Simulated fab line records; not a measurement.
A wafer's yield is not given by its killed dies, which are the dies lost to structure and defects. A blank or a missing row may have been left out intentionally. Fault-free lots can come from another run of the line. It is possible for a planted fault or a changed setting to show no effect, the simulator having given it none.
fab line records -- flow n5-finfet -- part 2 of 2: steps 16 to 16 of 16
record: lots: 7, wafers: 21, last-day: 18
route steps=1938 shown HKMG_FIN@422 BEOL_M4@1111 PASSIVATION@1936
lots that met no fault: from a run of the same line without faults
start-h: start of the lot's first displayed wafer, in hours after the record's first day -- wait-h: how many hours have passed since the lot's step before this one -- " repeats the value in the row above -- L1.1+2: several wafers, shown together as one row -- - value missing, or start not given -- * or withheld: withheld -- < > ~ a bound
route shown NAME@n: NAME is a module with steps in the file, n the number in the route of the first one -- usual: mean/standard deviation of fault-free wafers -- same: alike in all rows -- chamber/n: place in a boat -- sites: each site's reading -- _std_site: how widely they spread, as a standard deviation -- _edge_site: outer sites' mean less inner sites' -- radius-mm: how far each site lies from the wafer's centre -- mask NAME#n: copy n -- behind: the tool/chamber that last shaped the wafer -- hold: the reason the lot was held/the length of the hold in hours/how it ended -- device: the transistor (n, p or np) that didn't switch -- end of line: at the end of the route, the tests of the same wafers -- a step without rows: its recipe alone -- killed: the dies lost at the first sort to structure and to defects; this is not the yield of the wafer -- map: dies across one wafer; x = killed, . = not, _ = none there
set.NAME: the setting as run; set.NAME@STEP: as run at that earlier step -- model.NAME: the simulator's own value behind a step, which no gauge read
lots at selected steps of the route; one table per step, one row per wafer
services: the hour from which a tool's chamber was out of use, counted from the record's first day as start-h (under 0 if before that day), plus the number of hours and why
== steps ==
step: N5_PASSIVATION_PROBE_49
usual: defect-limited-yield: 91.4/1.4, killed_at_M0_to_M3: 33/11, killed_at_M4_up: 13/5.3, killed-at-contacts: 13/6.1, killed-at-front-end: 40/11, killed-at-other: 2.9/2.7, killed-dies: 102/17, killed-on-rim: 14/4.2, killed-open: 68/13, killed-short: 32/7.5, sort_bin_4_leakage: 0.00/0.022, sort_bin_5_function: 5.1/0.98, sort_bin_6_memory: 3.2/0.69, sort_bin_8_speed: 0.1/1.1, sort-n-pass: 1077/21, sort-yield-pct: 91.3/1.7
same: gross-dies: 1180, killed-at-back-side: 0
lot.wafer,tool,chamber,start-h,wait-h,defect-limited-yield[%],killed_at_M0_to_M3,killed_at_M4_up,killed-at-contacts,killed-at-front-end,killed-at-other,killed-dies,killed-on-rim,killed-open,killed-short,sort_bin_4_leakage[%],sort_bin_5_function[%],sort_bin_6_memory[%],sort_bin_8_speed[%],sort-n-pass,sort-yield-pct[%]
L872.2,prober-02,-,321.72,0.1,91.4,32,18,10,38,3,101,17,71,27,0,4.9,3.2,0,1079,91.4
L872.4,prober-02,-,321.82,0.2,89.9,34,14,14,52,5,119,15,82,35,0,5.3,4.2,0,1061,89.9
L872.5,prober-02,-,321.87,0.2,90.3,36,9,16,51,3,115,12,84,29,0,6.5,2.9,0,1065,90.3
L882.1,prober-01,-,373.92,0.0,0,19,12,12,1137,0,1180,152,64,21,0,96.5,3.1,0,0,0
L882.3,prober-01,-,374.02,0.1,0,35,19,13,1107,6,1180,152,81,24,0,96.4,3.4,0,0,0
L882.6,prober-01,-,374.17,0.3,0,23,22,9,1124,2,1180,152,68,33,0,96.0,3.6,0,0,0
L883.1,prober-01,-,378.38,0.0,0,27,7,13,1133,0,1180,152,44,32,0,96.9,3.1,0,0,0
L883.4,prober-01,-,378.53,0.2,0,28,4,12,1132,4,1180,152,55,36,0,96.5,2.8,0,0,0
L883.5,prober-01,-,378.58,0.2,0,30,7,11,1132,0,1180,152,55,29,0,96.9,2.8,0,0,0
L885.4,prober-02,-,383.46,0.2,90.9,53,10,12,31,1,107,14,78,29,0,5.2,3.7,0,1073,90.9
L885.5,prober-02,-,383.51,0.2,90.4,34,26,10,43,0,113,20,82,30,0,6.2,3.2,0.1,1066,90.3
L885.6,prober-02,-,383.56,0.3,93.0,34,7,16,26,0,83,7,58,23,0,3.5,3.2,0,1097,93.0
L880.1,prober-02,-,390.28,0.0,0,34,8,19,1115,4,1180,152,66,28,0,96.6,3.1,0,0,0
L880.2,prober-02,-,390.33,0.1,0,33,3,10,1131,3,1180,152,57,25,0,96.6,3.2,0,0,0
L880.6,prober-02,-,390.53,0.3,0,59,4,16,1099,2,1180,152,70,48,0,95.2,4.6,0,0,0
L891.1,prober-02,-,419.58,0.0,91.0,13,24,9,51,9,106,18,76,29,0,5.6,3.1,0,1074,91.0
L891.4,prober-02,-,419.73,0.2,91.1,24,21,11,43,6,105,18,62,40,0,4.7,3.6,0,1075,91.1
L891.6,prober-02,-,419.83,0.3,90.9,29,22,9,43,4,107,14,76,29,0,5.8,3.1,0,1073,90.9
killed by level:class
L872.2 STI_FIN_REVEAL:geometric-particle:open=12 MOL_CONTACT_COAG:geometric-particle:open=9 BEOL_M0:geometric-particle:open=8 BEOL_M8:geometric-particle:open=8 STARTING-WAFER:geometric-particle:short=6 FIN_SAQP:geometric-particle:open=5 GATE_CUT:geometric-particle:short=5 BEOL_M0_SAQP:geometric-particle:short=5
L872.4 FIN_SAQP:geometric-particle:open=15 MOL_CONTACT_COAG:geometric-particle:open=13 FIN_SAQP:geometric-particle:short=11 STI_FIN_REVEAL:geometric-particle:open=11 BEOL_M1:geometric-particle:open=8 BEOL_M2:geometric-particle:open=7 GATE_CUT:geometric-particle:short=6 BEOL_M4:geometric-particle:open=6
L872.5 FIN_SAQP:geometric-particle:open=15 MOL_CONTACT_COAG:geometric-particle:open=13 STI_FIN_REVEAL:geometric-particle:open=12 BEOL_M2:geometric-particle:open=12 FIN_SAQP:geometric-particle:short=7 BEOL_M0:geometric-particle:open=5 BEOL_M1:geometric-particle:open=5 GATE_CUT:geometric-particle:open=4
L882.1 HKMG_FIN:area-etch=1094 MOL_CONTACT_COAG:geometric-particle:open=11 FIN_SAQP:geometric-particle:open=10 ILD0:geometric-particle:open=10 BEOL_M3:geometric-particle:open=7 STI_FIN_REVEAL:geometric-particle:open=6 FIN_SAQP:geometric-particle:short=5 BEOL_M0_SAQP:geometric-particle:short=5
L882.3 HKMG_FIN:area-etch=1072 FIN_SAQP:geometric-particle:open=15 BEOL_M3:geometric-particle:open=12 MOL_CONTACT_COAG:geometric-particle:open=12 BEOL_M4:geometric-particle:open=8 BEOL_M2:geometric-particle:open=6 FIN_SAQP:geometric-particle:short=4 BEOL_M0_SAQP:geometric-particle:open=4
L882.6 HKMG_FIN:area-etch=1079 FIN_SAQP:geometric-particle:open=17 FIN_SAQP:geometric-particle:short=8 MOL_CONTACT_COAG:geometric-particle:open=8 BEOL_M4:geometric-particle:open=7 BEOL_M2:geometric-particle:open=6 BEOL_M0_SAQP:geometric-particle:open=5 BEOL_M3:geometric-particle:open=5
L883.1 HKMG_FIN:area-etch=1103 MOL_CONTACT_COAG:geometric-particle:open=11 BEOL_M0_SAQP:geometric-particle:open=8 BEOL_M0_SAQP:geometric-particle:short=8 FIN_SAQP:geometric-particle:open=6 GATE_CUT:geometric-particle:short=6 BEOL_M1:geometric-particle:open=5 ILD0:geometric-particle:short=4
L883.4 HKMG_FIN:area-etch=1087 FIN_SAQP:geometric-particle:open=17 MOL_CONTACT_COAG:geometric-particle:open=11 BEOL_M0_SAQP:geometric-particle:short=8 GATE_CUT:geometric-particle:short=6 BEOL_M0_SAQP:geometric-particle:open=5 STARTING-WAFER:geometric-particle:short=5 FIN_SAQP:geometric-particle:short=4
L883.5 HKMG_FIN:area-etch=1096 MOL_CONTACT_COAG:geometric-particle:open=10 BEOL_M0_SAQP:geometric-particle:open=9 FIN_SAQP:geometric-particle:short=6 FIN_SAQP:geometric-particle:open=5 GATE_CUT:geometric-particle:open=5 BEOL_M0_SAQP:geometric-particle:short=5 BEOL_M2:geometric-particle:open=5
L885.4 BEOL_M3:geometric-particle:open=12 MOL_CONTACT_COAG:geometric-particle:open=11 BEOL_M0_SAQP:geometric-particle:open=11 FIN_SAQP:geometric-particle:open=10 FIN_SAQP:geometric-particle:short=9 BEOL_M0:geometric-particle:open=9 BEOL_M1:geometric-particle:open=8 BEOL_M0_SAQP:geometric-particle:short=7
L885.5 STI_FIN_REVEAL:geometric-particle:open=15 BEOL_M4:geometric-particle:open=15 FIN_SAQP:geometric-particle:open=8 BEOL_M1:geometric-particle:open=8 BEOL_M3:geometric-particle:open=8 BEOL_M0_SAQP:geometric-particle:short=7 MOL_CONTACT_COAG:geometric-particle:open=6 FIN_SAQP:geometric-particle:short=5
L885.6 STI_FIN_REVEAL:geometric-particle:open=9 BEOL_M1:geometric-particle:open=8 MOL_CONTACT_COAG:geometric-particle:open=8 BEOL_M0:geometric-particle:open=8 MOL_CONTACT_COAG:geometric-particle:short=6 BEOL_M2:geometric-particle:open=5 FIN_SAQP:geometric-particle:open=4 FIN_SAQP:geometric-particle:short=4
L880.1 HKMG_FIN:area-etch=1085 MOL_CONTACT_COAG:geometric-particle:open=17 BEOL_M0_SAQP:geometric-particle:open=15 FIN_SAQP:geometric-particle:open=7 BEOL_M0_SAQP:geometric-particle:short=7 FIN_SAQP:geometric-particle:short=6 BEOL_M2:geometric-particle:open=5 BEOL_M7:geometric-particle:open=5
L880.2 HKMG_FIN:area-etch=1098 BEOL_M0_SAQP:geometric-particle:open=13 FIN_SAQP:geometric-particle:open=9 MOL_CONTACT_COAG:geometric-particle:open=8 BEOL_M0_SAQP:geometric-particle:short=7 FIN_SAQP:geometric-particle:short=5 GATE_CUT:geometric-particle:open=5 BEOL_M1:geometric-particle:open=5
L880.6 HKMG_FIN:area-etch=1059 BEOL_M0_SAQP:geometric-particle:open=17 BEOL_M0_SAQP:geometric-particle:short=14 MOL_CONTACT_COAG:geometric-particle:open=9 GATE_CUT:geometric-particle:short=8 FIN_SAQP:geometric-particle:open=7 MOL_CONTACT_COAG:geometric-particle:short=7 BEOL_M1:geometric-particle:open=6
L891.1 STI_FIN_REVEAL:geometric-particle:open=15 BEOL_M4:geometric-particle:open=14 FIN_SAQP:geometric-particle:open=13 FIN_SAQP:geometric-particle:short=10 MOL_CONTACT_COAG:geometric-particle:open=7 STARTING-WAFER:geometric-particle:open=5 BEOL_M0:geometric-particle:open=4 BEOL_M3:geometric-particle:open=4
L891.4 FIN_SAQP:geometric-particle:open=10 FIN_SAQP:geometric-particle:short=10 GATE_CUT:geometric-particle:short=8 BEOL_M0_SAQP:geometric-particle:open=7 MOL_CONTACT_COAG:geometric-particle:short=6 BEOL_M0:geometric-particle:open=6 BEOL_M4:geometric-particle:open=6 MOL_CONTACT_COAG:geometric-particle:open=5
L891.6 FIN_SAQP:geometric-particle:open=12 FIN_SAQP:geometric-particle:short=10 BEOL_M4:geometric-particle:open=10 MOL_CONTACT_COAG:geometric-particle:open=8 BEOL_M1:geometric-particle:open=7 BEOL_M0:geometric-particle:open=6 GATE_CUT:geometric-particle:short=5 STI_FIN_REVEAL:geometric-particle:open=5
map L880.1 (x killed, . not)
_________________xxxxxxxxxxxx________________
______________xxxxxxxxxxxxxxxxxx_____________
___________xxxxxxxxxxxxxxxxxxxxxxxx__________
__________xxxxxxxxxxxxxxxxxxxxxxxxxx_________
________xxxxxxxxxxxxxxxxxxxxxxxxxxxxxx_______
_______xxxxxxxxxxxxxxxxxxxxxxxxxxxxxxxx______
______xxxxxxxxxxxxxxxxxxxxxxxxxxxxxxxxxx_____
_____xxxxxxxxxxxxxxxxxxxxxxxxxxxxxxxxxxxx____
____xxxxxxxxxxxxxxxxxxxxxxxxxxxxxxxxxxxxxx___
___xxxxxxxxxxxxxxxxxxxxxxxxxxxxxxxxxxxxxxxx__
___xxxxxxxxxxxxxxxxxxxxxxxxxxxxxxxxxxxxxxxx__
__xxxxxxxxxxxxxxxxxxxxxxxxxxxxxxxxxxxxxxxxxx_
__xxxxxxxxxxxxxxxxxxxxxxxxxxxxxxxxxxxxxxxxxx_
_xxxxxxxxxxxxxxxxxxxxxxxxxxxxxxxxxxxxxxxxxxxx
_xxxxxxxxxxxxxxxxxxxxxxxxxxxxxxxxxxxxxxxxxxxx
_xxxxxxxxxxxxxxxxxxxxxxxxxxxxxxxxxxxxxxxxxxxx
_xxxxxxxxxxxxxxxxxxxxxxxxxxxxxxxxxxxxxxxxxxxx
_xxxxxxxxxxxxxxxxxxxxxxxxxxxxxxxxxxxxxxxxxxxx
_xxxxxxxxxxxxxxxxxxxxxxxxxxxxxxxxxxxxxxxxxxxx
_xxxxxxxxxxxxxxxxxxxxxxxxxxxxxxxxxxxxxxxxxxxx
_xxxxxxxxxxxxxxxxxxxxxxxxxxxxxxxxxxxxxxxxxxxx
__xxxxxxxxxxxxxxxxxxxxxxxxxxxxxxxxxxxxxxxxxx_
__xxxxxxxxxxxxxxxxxxxxxxxxxxxxxxxxxxxxxxxxxx_
___xxxxxxxxxxxxxxxxxxxxxxxxxxxxxxxxxxxxxxxx__
___xxxxxxxxxxxxxxxxxxxxxxxxxxxxxxxxxxxxxxxx__
____xxxxxxxxxxxxxxxxxxxxxxxxxxxxxxxxxxxxxx___
_____xxxxxxxxxxxxxxxxxxxxxxxxxxxxxxxxxxxx____
______xxxxxxxxxxxxxxxxxxxxxxxxxxxxxxxxxx_____
_______xxxxxxxxxxxxxxxxxxxxxxxxxxxxxxxx______
________xxxxxxxxxxxxxxxxxxxxxxxxxxxxxx_______
__________xxxxxxxxxxxxxxxxxxxxxxxxxx_________
___________xxxxxxxxxxxxxxxxxxxxxxxx__________
______________xxxxxxxxxxxxxxxxxx_____________
_________________xxxxxxxxxxxx________________
map L882.1 (x killed, . not)
_________________xxxxxxxxxxxx________________
______________xxxxxxxxxxxxxxxxxx_____________
___________xxxxxxxxxxxxxxxxxxxxxxxx__________
__________xxxxxxxxxxxxxxxxxxxxxxxxxx_________
________xxxxxxxxxxxxxxxxxxxxxxxxxxxxxx_______
_______xxxxxxxxxxxxxxxxxxxxxxxxxxxxxxxx______
______xxxxxxxxxxxxxxxxxxxxxxxxxxxxxxxxxx_____
_____xxxxxxxxxxxxxxxxxxxxxxxxxxxxxxxxxxxx____
____xxxxxxxxxxxxxxxxxxxxxxxxxxxxxxxxxxxxxx___
___xxxxxxxxxxxxxxxxxxxxxxxxxxxxxxxxxxxxxxxx__
___xxxxxxxxxxxxxxxxxxxxxxxxxxxxxxxxxxxxxxxx__
__xxxxxxxxxxxxxxxxxxxxxxxxxxxxxxxxxxxxxxxxxx_
__xxxxxxxxxxxxxxxxxxxxxxxxxxxxxxxxxxxxxxxxxx_
_xxxxxxxxxxxxxxxxxxxxxxxxxxxxxxxxxxxxxxxxxxxx
_xxxxxxxxxxxxxxxxxxxxxxxxxxxxxxxxxxxxxxxxxxxx
_xxxxxxxxxxxxxxxxxxxxxxxxxxxxxxxxxxxxxxxxxxxx
_xxxxxxxxxxxxxxxxxxxxxxxxxxxxxxxxxxxxxxxxxxxx
_xxxxxxxxxxxxxxxxxxxxxxxxxxxxxxxxxxxxxxxxxxxx
_xxxxxxxxxxxxxxxxxxxxxxxxxxxxxxxxxxxxxxxxxxxx
_xxxxxxxxxxxxxxxxxxxxxxxxxxxxxxxxxxxxxxxxxxxx
_xxxxxxxxxxxxxxxxxxxxxxxxxxxxxxxxxxxxxxxxxxxx
__xxxxxxxxxxxxxxxxxxxxxxxxxxxxxxxxxxxxxxxxxx_
__xxxxxxxxxxxxxxxxxxxxxxxxxxxxxxxxxxxxxxxxxx_
___xxxxxxxxxxxxxxxxxxxxxxxxxxxxxxxxxxxxxxxx__
___xxxxxxxxxxxxxxxxxxxxxxxxxxxxxxxxxxxxxxxx__
____xxxxxxxxxxxxxxxxxxxxxxxxxxxxxxxxxxxxxx___
_____xxxxxxxxxxxxxxxxxxxxxxxxxxxxxxxxxxxx____
______xxxxxxxxxxxxxxxxxxxxxxxxxxxxxxxxxx_____
_______xxxxxxxxxxxxxxxxxxxxxxxxxxxxxxxx______
________xxxxxxxxxxxxxxxxxxxxxxxxxxxxxx_______
__________xxxxxxxxxxxxxxxxxxxxxxxxxx_________
___________xxxxxxxxxxxxxxxxxxxxxxxx__________
______________xxxxxxxxxxxxxxxxxx_____________
_________________xxxxxxxxxxxx________________
== services ==
tool,chamber,start-h,hours,kind
rie-diel-06,1,78.17,4.5,repair
rie-diel-05,-,88.48,0.2,repair
rie-diel-05,2,106.14,16.1,repair
rie-diel-05,1,116.27,3.7,repair
rie-diel-06,2,128.59,2.3,repair
rie-diel-05,0,156.68,4.6,repair
rie-diel-06,1,173.05,-,clean
rie-diel-06,1,173.05,-,consumable-replace:focus-ring
rie-diel-06,1,173.05,16.4,scheduled-down
rie-diel-06,1,173.05,16.4,vent-cycle
rie-diel-06,0,176.57,2.9,repair
rie-diel-06,1,199.25,14.5,repair
rie-diel-06,-,209.18,0.3,repair
rie-diel-06,-,210.01,4.8,repair
rie-diel-06,1,216.20,8.8,repair
rie-diel-06,2,216.94,4.0,repair
== key ==
first-sign: step: N5_HKMG_FIN_ETCH_31, reading: tool-record, direction: missing
effect: step: N5_PASSIVATION_PROBE_49, reading: killed-at-front-end, direction: up, sigmas: 99+, usual: 40, struck: 1123
model-effect: step: N5_HKMG_FIN_ETCH_31, value: CAR-ArF_of_HKMG_FIN_COAT_06.thk-nm, without: 51.07, struck: 83.69
more-kills-born-at: N5_HKMG_FIN_ETCH_31@rie-diel-05: 6528, N5_HKMG_FIN_ETCH_31@rie-diel-06: 3245
met-at N5_HKMG_FIN_ETCH_31
struck-wafers L880.1,L880.2,L880.6,L882.1,L882.3,L882.6,L883.1,L883.4,L883.5
later-rows-left-out L880.1,L880.2,L880.6,L882.1,L882.3,L882.6,L883.1,L883.4,L883.5
onset-between 92.03 152.85
fault: kind: skipped-step-whole, tool: rie-diel-05,rie-diel-06, chamber: -, onset-h: 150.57, steps: N5_HKMG_FIN_ETCH_31, scope: struck-lots-only
later-rows-left-out: the simulator's readings of these wafers behind a module that went badly wrong aren't trusted and aren't shown, but for the sort
